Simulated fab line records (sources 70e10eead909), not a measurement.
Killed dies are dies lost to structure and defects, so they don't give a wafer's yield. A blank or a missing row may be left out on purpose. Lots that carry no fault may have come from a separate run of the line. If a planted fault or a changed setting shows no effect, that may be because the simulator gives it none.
Which tool is to blame?    flow nand-harc    24 lots with 72 wafers sampled at 6 steps, on a route of 1159 steps

WHAT EACH GAUGE READ, for each wafer
Not one reading of a measure or inspect step in the record can be checked against a usual standard deviation.

EACH LOT AND THE TOOL THAT RAN IT (in order: tool; ch and the chambers of the sampled wafers; start)
lot   NHARC_P_GATE_STRIP_112                NHARC_P_GATE_DESCUM_93              NHARC_P_CONTACT_CVD_23                    NHARC_P_M0_PVD_21                        NHARC_P_M1_ETCH_35                  NHARC_P_M1_STRIP_18
L074  plasma-asher-02 ch 0, day 5 11:29     rie-diel-11 ch 1,3, day 5 12:52     cvd-w-02 ch 1, day 6 03:26 or earlier     pvd-sputter-03, day 6 03:26 or earlier   rie-diel-12 ch 1,3, day 6 03:26     rie-diel-07 ch 1,2,3, day 6 03:43
L076  plasma-asher-02 ch 0,1, day 5 15:13   rie-diel-13 ch 1,2, day 5 16:22     cvd-w-02 ch 0,1, day 6 06:23 or earlier   pvd-sputter-02, day 6 06:23 or earlier   rie-diel-06 ch 1,2,3, day 6 06:23   rie-diel-06 ch 0,1,2, day 6 06:44
L075  plasma-asher-02 ch 0,1, day 5 16:30   rie-diel-09 ch 0,3, day 5 17:53     cvd-w-01 ch 0,1, day 6 10:49 or earlier   pvd-sputter-03, day 6 10:49 or earlier   rie-diel-06 ch 1,3, day 6 10:49     rie-diel-06 ch 0,3, day 6 11:07
L078  plasma-asher-01 ch 0, day 6 09:15     rie-diel-13 ch 0,2,3, day 6 10:34   cvd-w-01 ch 1, day 7 00:02 or earlier     pvd-sputter-02, day 7 00:02 or earlier   rie-diel-07 ch 1,2,3, day 7 00:02   rie-diel-12 ch 1,2,3, day 7 00:19
L077  plasma-asher-01 ch 0,1, day 6 11:52   rie-diel-13 ch 1,2,3, day 6 13:11   cvd-w-02 ch 0,1, day 7 02:09 or earlier   pvd-sputter-02, day 7 02:09 or earlier   rie-diel-07 ch 0,1,3, day 7 02:09   rie-diel-12 ch 0,1,3, day 7 02:29
L079  plasma-asher-01 ch 0,1, day 6 15:17   rie-diel-13 ch 0,1, day 6 16:31     cvd-w-02 ch 0,1, day 7 10:04 or earlier   pvd-sputter-03, day 7 10:04 or earlier   rie-diel-06 ch 0,1, day 7 10:04     rie-diel-12 ch 2,3, day 7 10:22
L080  plasma-asher-01 ch 0,1, day 6 16:01   rie-diel-13 ch 0,1,2, day 6 17:15   cvd-w-02 ch 0, day 7 10:51 or earlier     pvd-sputter-03, day 7 10:51 or earlier   rie-diel-06 ch 1,2, day 7 10:51     rie-diel-12 ch 2,3, day 7 11:08
L081  plasma-asher-02 ch 0,1, day 7 03:14   rie-diel-13 ch 1,3, day 7 04:35     cvd-w-02 ch 1, day 7 20:15 or earlier     pvd-sputter-02, day 7 20:15 or earlier   rie-diel-07 ch 0,2,3, day 7 20:15   rie-diel-12 ch 1,2, day 7 20:32
L082  plasma-asher-01 ch 0,1, day 7 03:51   rie-diel-13 ch 0,2,3, day 7 05:12   cvd-w-01 ch 0,1, day 7 21:23 or earlier   pvd-sputter-03, day 7 21:23 or earlier   rie-diel-06 ch 0,1,2, day 7 21:23   rie-diel-07 ch 1,2,3, day 7 21:41
L084  plasma-asher-02 ch 0,1, day 7 19:59   rie-diel-13 ch 0,2,3, day 7 21:13   cvd-w-01 ch 0,1, day 8 10:07 or earlier   pvd-sputter-02, day 8 10:07 or earlier   rie-diel-07 ch 0,1,3, day 8 10:07   rie-diel-06 ch 0,1,2, day 8 10:26
L083  plasma-asher-01 ch 0,1, day 7 20:19   rie-diel-13 ch 0,1,3, day 7 21:40   cvd-w-01 ch 0,1, day 8 10:53 or earlier   pvd-sputter-03, day 8 10:53 or earlier   rie-diel-07 ch 0,1,3, day 8 10:53   rie-diel-06 ch 0,1,3, day 8 11:13
L085  plasma-asher-01 ch 0,1, day 8 03:01   rie-diel-13 ch 2,3, day 8 04:13     cvd-w-01 ch 0,1, day 8 17:38 or earlier   pvd-sputter-03, day 8 17:38 or earlier   rie-diel-06 ch 0,3, day 8 17:38     rie-diel-06 ch 1,3, day 8 17:56
L086  plasma-asher-01 ch 0,1, day 8 13:16   rie-diel-13 ch 0,2, day 8 14:31     cvd-w-02 ch 0,1, day 9 05:22 or earlier   pvd-sputter-03, day 9 05:22 or earlier   rie-diel-07 ch 0,2, day 9 05:22     rie-diel-07 ch 0,2, day 9 05:40
L087  plasma-asher-01 ch 0,1, day 8 13:30   rie-diel-13 ch 0,2, day 8 14:43     cvd-w-02 ch 0,1, day 9 06:21 or earlier   pvd-sputter-03, day 9 06:21 or earlier   rie-diel-06 ch 0,2,3, day 9 06:21   rie-diel-12 ch 1,3, day 9 06:40
L088  plasma-asher-01 ch 0,1, day 9 03:40   rie-diel-13 ch 0,1,2, day 9 04:55   cvd-w-01 ch 0,1, day 9 23:31 or earlier   pvd-sputter-02, day 9 23:31 or earlier   rie-diel-07 ch 0,1,3, day 9 23:31   rie-diel-12 ch 2,3, day 9 23:49
L089  plasma-asher-02 ch 0,1, day 9 04:13   rie-diel-13 ch 0,1,3, day 9 05:32   cvd-w-01 ch 0,1, day 9 23:58 or earlier   pvd-sputter-01, day 9 23:58 or earlier   rie-diel-07 ch 1,2,3, day 9 23:58   rie-diel-07 ch 0,3, day 10 00:17
L090  plasma-asher-02 ch 0,1, day 9 10:03   rie-diel-11 ch 0,3, day 9 11:24     cvd-w-01 ch 0,1, day 10 02:19 or earlier  pvd-sputter-02, day 10 02:19 or earlier  rie-diel-07 ch 0,1,3, day 10 02:19  rie-diel-12 ch 0,1, day 10 02:38
L091  plasma-asher-02 ch 0, day 9 15:49     rie-diel-09 ch 0,2,3, day 9 17:02   cvd-w-01 ch 0,1, day 10 08:44 or earlier  pvd-sputter-01, day 10 08:44 or earlier  rie-diel-07 ch 0,2, day 10 08:44    rie-diel-12 ch 0,1, day 10 09:01
L092  plasma-asher-01 ch 0,1, day 10 00:31  rie-diel-11 ch 0,1,3, day 10 01:52  cvd-w-02 ch 0,1, day 10 15:26 or earlier  pvd-sputter-03, day 10 15:26 or earlier  rie-diel-12 ch 0,3, day 10 15:26    rie-diel-12 ch 0,3, day 10 15:43
L093  plasma-asher-01 ch 0,1, day 10 04:19  rie-diel-09 ch 0,2,3, day 10 05:41  cvd-w-01 ch 0, day 10 23:35 or earlier    pvd-sputter-01, day 10 23:35 or earlier  rie-diel-12 ch 1,3, day 10 23:35    rie-diel-07 ch 1,2, day 10 23:53
L094  plasma-asher-02 ch 0,1, day 10 04:54  rie-diel-11 ch 0,1,2, day 10 06:13  cvd-w-01 ch 0,1, day 11 00:28 or earlier  pvd-sputter-01, day 11 00:28 or earlier  rie-diel-12 ch 2,3, day 11 00:28    rie-diel-12 ch 2,3, day 11 00:47
L095  plasma-asher-02 ch 0, day 10 15:37    rie-diel-11 ch 0,1, day 10 16:55    cvd-w-01 ch 0,1, day 11 06:13 or earlier  pvd-sputter-03, day 11 06:13 or earlier  rie-diel-07 ch 0,1,3, day 11 06:13  rie-diel-12 ch 2,3, day 11 06:30
L096  plasma-asher-02 ch 1, day 10 19:02    rie-diel-09 ch 0,3, day 10 20:23    cvd-w-02 ch 0,1, day 11 11:05 or earlier  pvd-sputter-02, day 11 11:05 or earlier  rie-diel-12 ch 0,2, day 11 11:05    rie-diel-07 ch 1,2,3, day 11 11:24
L097  plasma-asher-02 ch 0,1, day 10 19:41  rie-diel-13 ch 1,2,3, day 10 21:04  cvd-w-01 ch 0,1, day 11 10:37 or earlier  pvd-sputter-03, day 11 10:37 or earlier  rie-diel-12 ch 0,1,3, day 11 10:37  rie-diel-06 ch 0,2,3, day 11 10:55
- NHARC_P_GATE_STRIP_112: strips in N2/H2, time 200 s.
- NHARC_P_GATE_DESCUM_93: chemistry O2, time 3 s.
- NHARC_P_CONTACT_CVD_23: deposits W, target thk 200 nm, time 557 s.
- NHARC_P_M0_PVD_21: deposits Cu, target thk 30 nm, time 20.49 s.
- NHARC_P_M1_ETCH_35: etches the open film in N2/H2, target depth 40 nm, overetch 12 nm, time 43.94 s.
- NHARC_P_M1_STRIP_18: strips in N2/H2.

AS READ BY THE TOOLS THEMSELVES (means over the sampled wafers that have a number; for cases with no such wafer, the mark the record gives instead)
NHARC_P_GATE_STRIP_112. Usual: drypump-motor-current-A 5.7 A, standard deviation 0.62; heater-power-w 97 W, standard deviation 7.1.
lot   tool             drypump-motor-current-A (A)  heater-power-w (W)  flag
L074  plasma-asher-02  6.6                          92                  
L076  plasma-asher-02  6.3                          91                  
L075  plasma-asher-02  6.1                          90                  
L078  plasma-asher-01  5.8                          102                 
L077  plasma-asher-01  5.4                          104                 
L079  plasma-asher-01  5.1                          104                 
L080  plasma-asher-01  5.1                          103                 
L081  plasma-asher-02  6.3                          92                  
L082  plasma-asher-01  5.4                          103                 
L084  plasma-asher-02  6.1                          88                  
L083  plasma-asher-01  5.5                          104                 
L085  plasma-asher-01  5.5                          103                 
L086  plasma-asher-01  5.5                          103                 
L087  plasma-asher-01  5.5                          101                 
L088  plasma-asher-01  5.1                          105                 
L089  plasma-asher-02  6.3                          91                  
L090  plasma-asher-02  6.0                          90                  
L091  plasma-asher-02  6.6                          91                  
L092  plasma-asher-01  5.5                          102                 
L093  plasma-asher-01  5.5                          104                 
L094  plasma-asher-02  6.3                          91                  
L095  plasma-asher-02  6.6                          92                  
L096  plasma-asher-02  5.8                          88                  
L097  plasma-asher-02  6.3                          92                  

NHARC_P_GATE_DESCUM_93. Usual: drypump-motor-current-A 5.7 A, standard deviation 0.46; oes-product-au 1.004 a.u., standard deviation 0.012; rf-vpp-V 57.9 V, standard deviation 0.81; showerhead-plenum-p-Torr 1.93 Torr, standard deviation 0.049; throttle-valve-pct 11.311 %, standard deviation 0.009.
lot   tool         drypump-motor-current-A (A)  oes-product-au (a.u.)  rf-vpp-V (V)  showerhead-plenum-p-Torr (Torr)  throttle-valve-pct (%)  flag
L074  rie-diel-11  5.1                          0.994                  57.0          1.88                             11.304                  
L076  rie-diel-13  6.1                          1.010                  56.9          1.96                             11.309                  
L075  rie-diel-09  5.6                          0.992                  58.0          1.98                             11.315                  
L078  rie-diel-13  5.6                          1.013                  58.2          1.93                             11.312                  
L077  rie-diel-13  5.7                          1.006                  57.7          1.92                             11.311                  
L079  rie-diel-13  5.9                          0.998                  57.5          1.92                             11.311                  
L080  rie-diel-13  5.9                          1.000                  56.7          1.94                             11.310                  
L081  rie-diel-13  5.7                          0.997                  58.0          1.90                             11.310                  
L082  rie-diel-13  5.6                          1.008                  57.4          1.93                             11.311                  
L084  rie-diel-13  5.6                          1.017                  57.2          1.93                             11.312                  
L083  rie-diel-13  5.6                          1.005                  57.2          1.91                             11.312                  
L085  rie-diel-13  5.4                          1.007                  57.9          1.91                             11.313                  
L086  rie-diel-13  6.0                          1.019                  58.2          1.96                             11.310                  
L087  rie-diel-13  5.7                          1.014                  58.2          1.95                             11.305                  
L088  rie-diel-13  6.0                          1.007                  57.6          1.93                             11.321                  
L089  rie-diel-13  5.6                          1.003                  57.8          1.90                             11.308                  
L090  rie-diel-11  5.6                          1.014                  57.6          1.91                             11.312                  
L091  rie-diel-09  5.6                          0.997                  58.5          1.94                             11.303                  
L092  rie-diel-11  5.5                          0.999                  58.4          1.88                             11.321                  
L093  rie-diel-09  5.5                          1.004                  58.9          1.94                             11.302                  
L094  rie-diel-11  5.8                          0.999                  58.0          1.91                             11.305                  
L095  rie-diel-11  5.8                          1.000                  58.2          1.89                             11.310                  
L096  rie-diel-09  5.7                          1.001                  58.4          1.90                             11.314                  
L097  rie-diel-13  5.8                          0.998                  57.9          1.92                             11.322                  

NHARC_P_CONTACT_CVD_23. Usual: chamber-pressure-Torr 39.99 Torr, standard deviation 0.086; heater-power-w 483 W, standard deviation 60; throttle-valve-pct 7.91 %, standard deviation 0.23.
lot   tool      chamber-pressure-Torr (Torr)  heater-power-w (W)  throttle-valve-pct (%)  flag
L074  cvd-w-02  40.00                         503                 7.90                    
L076  cvd-w-02  40.13                         512                 7.87                    
L075  cvd-w-01  39.92                         477                 7.96                    
L078  cvd-w-01  39.87                         390                 7.76                    
L077  cvd-w-02  39.90                         525                 7.79                    
L079  cvd-w-02  40.04                         526                 7.69                    
L080  cvd-w-02  39.96                         537                 7.87                    
L081  cvd-w-02  39.96                         501                 8.00                    
L082  cvd-w-01  40.04                         428                 7.99                    
L084  cvd-w-01  40.03                         431                 7.76                    
L083  cvd-w-01  39.92                         429                 7.90                    
L085  cvd-w-01  40.02                         431                 7.94                    
L086  cvd-w-02  39.95                         512                 7.94                    
L087  cvd-w-02  40.11                         529                 7.97                    
L088  cvd-w-01  39.94                         471                 8.06                    
L089  cvd-w-01  40.03                         434                 7.88                    
L090  cvd-w-01  40.01                         473                 8.23                    
L091  cvd-w-01  40.05                         427                 7.94                    
L092  cvd-w-02  40.04                         535                 7.64                    
L093  cvd-w-01  39.93                         517                 8.21                    
L094  cvd-w-01  39.93                         436                 7.95                    
L095  cvd-w-01  39.95                         477                 8.03                    
L096  cvd-w-02  39.97                         531                 7.76                    
L097  cvd-w-01  40.05                         482                 8.18                    

NHARC_P_M0_PVD_21. Usual: throttle-valve-pct 30.1 %, standard deviation 0.57.
lot   tool            throttle-valve-pct (%)  flag
L074  pvd-sputter-03  29.8                    
L076  pvd-sputter-02  30.2                    
L075  pvd-sputter-03  30.1                    
L078  pvd-sputter-02  30.1                    
L077  pvd-sputter-02  30.1                    
L079  pvd-sputter-03  30.0                    
L080  pvd-sputter-03  29.7                    
L081  pvd-sputter-02  30.1                    
L082  pvd-sputter-03  29.7                    
L084  pvd-sputter-02  30.3                    
L083  pvd-sputter-03  30.0                    
L085  pvd-sputter-03  29.8                    
L086  pvd-sputter-03  29.6                    
L087  pvd-sputter-03  29.7                    
L088  pvd-sputter-02  29.9                    
L089  pvd-sputter-01  29.5                    
L090  pvd-sputter-02  30.1                    
L091  pvd-sputter-01  29.8                    
L092  pvd-sputter-03  29.8                    
L093  pvd-sputter-01  31.0                    
L094  pvd-sputter-01  30.0                    
L095  pvd-sputter-03  30.1                    
L096  pvd-sputter-02  30.2                    
L097  pvd-sputter-03  30.2                    

NHARC_P_M1_ETCH_35. Usual: drypump-motor-current-A 5.8 A, standard deviation 0.49; oes-product-au 0.995 a.u., standard deviation 0.0093; rf-vpp-V 429.2 V, standard deviation 2.4; showerhead-plenum-p-Torr 1.99 Torr, standard deviation 0.081; throttle-valve-pct 14.171 %, standard deviation 0.0098.
lot   tool         drypump-motor-current-A (A)  oes-product-au (a.u.)  rf-vpp-V (V)  showerhead-plenum-p-Torr (Torr)  throttle-valve-pct (%)  flag
L074  rie-diel-12  5.5                          0.993                  428.7         2.00                             14.156                  
L076  rie-diel-06  5.5                          1.004                  432.4         2.07                             14.173                  
L075  rie-diel-06  6.0                          1.002                  432.5         2.12                             14.171                  
L078  rie-diel-07  6.1                          0.995                  430.7         2.00                             14.171                  
L077  rie-diel-07  6.0                          0.998                  428.2         1.93                             14.172                  
L079  rie-diel-06  6.3                          0.988                  431.0         2.06                             14.172                  
L080  rie-diel-06  5.3                          0.992                  429.8         2.03                             14.172                  
L081  rie-diel-07  5.7                          0.995                  429.6         1.99                             14.170                  
L082  rie-diel-06  5.8                          0.993                  430.6         2.04                             14.163                  
L084  rie-diel-07  6.0                          0.993                  427.7         1.93                             14.178                  
L083  rie-diel-07  6.0                          1.002                  427.7         1.93                             14.162                  
L085  rie-diel-06  6.1                          0.993                  430.8         2.04                             14.175                  
L086  rie-diel-07  5.6                          0.988                  431.0         2.06                             14.177                  
L087  rie-diel-06  5.6                          0.995                  429.8         2.03                             14.173                  
L088  rie-diel-07  6.0                          0.997                  426.6         1.93                             14.164                  
L089  rie-diel-07  6.1                          0.984                  429.5         2.00                             14.170                  
L090  rie-diel-07  6.0                          1.002                  427.8         1.93                             14.171                  
L091  rie-diel-07  5.6                          0.988                  428.7         1.98                             14.165                  
L092  rie-diel-12  5.8                          0.990                  429.2         1.99                             14.170                  
L093  rie-diel-12  5.7                          0.995                  427.4         1.94                             14.178                  
L094  rie-diel-12  5.2                          0.992                  428.8         1.94                             14.172                  
L095  rie-diel-07  6.0                          1.003                  427.9         1.93                             14.171                  
L096  rie-diel-12  5.8                          0.995                  427.8         1.95                             14.168                  
L097  rie-diel-12  5.8                          0.993                  428.0         1.97                             14.162                  

NHARC_P_M1_STRIP_18. Usual: drypump-motor-current-A 5.7 A, standard deviation 0.5; oes-product-au 0.997 a.u., standard deviation 0.0099; rf-vpp-V 90.6 V, standard deviation 0.93; showerhead-plenum-p-Torr 1.99 Torr, standard deviation 0.079; throttle-valve-pct 14.172 %, standard deviation 0.0088.
lot   tool         drypump-motor-current-A (A)  oes-product-au (a.u.)  rf-vpp-V (V)  showerhead-plenum-p-Torr (Torr)  throttle-valve-pct (%)  flag
L074  rie-diel-07  6.1                          1.004                  91.4          2.00                             14.185                  
L076  rie-diel-06  5.8                          0.984                  90.8          2.04                             14.171                  
L075  rie-diel-06  6.1                          0.982                  89.9          2.04                             14.171                  
L078  rie-diel-12  5.5                          0.999                  90.4          1.95                             14.170                  
L077  rie-diel-12  5.8                          0.988                  89.9          1.97                             14.173                  
L079  rie-diel-12  5.2                          0.995                  89.8          1.95                             14.173                  
L080  rie-diel-12  5.2                          0.994                  90.9          1.95                             14.173                  
L081  rie-diel-12  5.5                          1.012                  89.8          1.90                             14.170                  
L082  rie-diel-07  6.1                          0.993                  90.4          2.00                             14.171                  
L084  rie-diel-06  5.8                          0.997                  91.6          2.04                             14.173                  
L083  rie-diel-06  6.0                          1.000                  90.8          2.08                             14.177                  
L085  rie-diel-06  5.8                          1.001                  91.6          2.10                             14.162                  
L086  rie-diel-07  5.6                          0.979                  90.9          2.06                             14.170                  
L087  rie-diel-12  5.7                          0.989                  90.1          1.95                             14.168                  
L088  rie-diel-12  5.2                          1.008                  90.4          1.99                             14.170                  
L089  rie-diel-07  5.8                          0.996                  90.0          1.92                             14.171                  
L090  rie-diel-12  6.0                          0.994                  90.5          1.93                             14.171                  
L091  rie-diel-12  6.0                          0.991                  90.3          1.92                             14.170                  
L092  rie-diel-12  5.8                          0.993                  91.2          1.99                             14.170                  
L093  rie-diel-07  6.3                          1.003                  90.7          2.01                             14.173                  
L094  rie-diel-12  5.2                          0.998                  90.3          1.94                             14.176                  
L095  rie-diel-12  5.2                          0.995                  89.8          1.99                             14.172                  
L096  rie-diel-07  6.1                          1.002                  90.2          2.00                             14.176                  
L097  rie-diel-06  5.6                          1.000                  89.9          2.03                             14.181                  

THE ANSWER, worked out from the rows above alone
Rule: a lot counts as off when the mean over its wafers that have a number is more than 3 standard deviations away from the usual mean. Also off: a lot with no number at a reading for which 4 or more lots have one. All remaining lots with rows at the step are treated as sound. Order of review: gauges by route order, followed by the tools' own readings, for which a lot's mean as printed above is used. At the first step where some lot is off, the reading lying furthest off is the one used; lots without a number count as furthest.
None of the lots is off at any reading shown; this tells nothing.

WHAT THE SIMULATOR PUT IN
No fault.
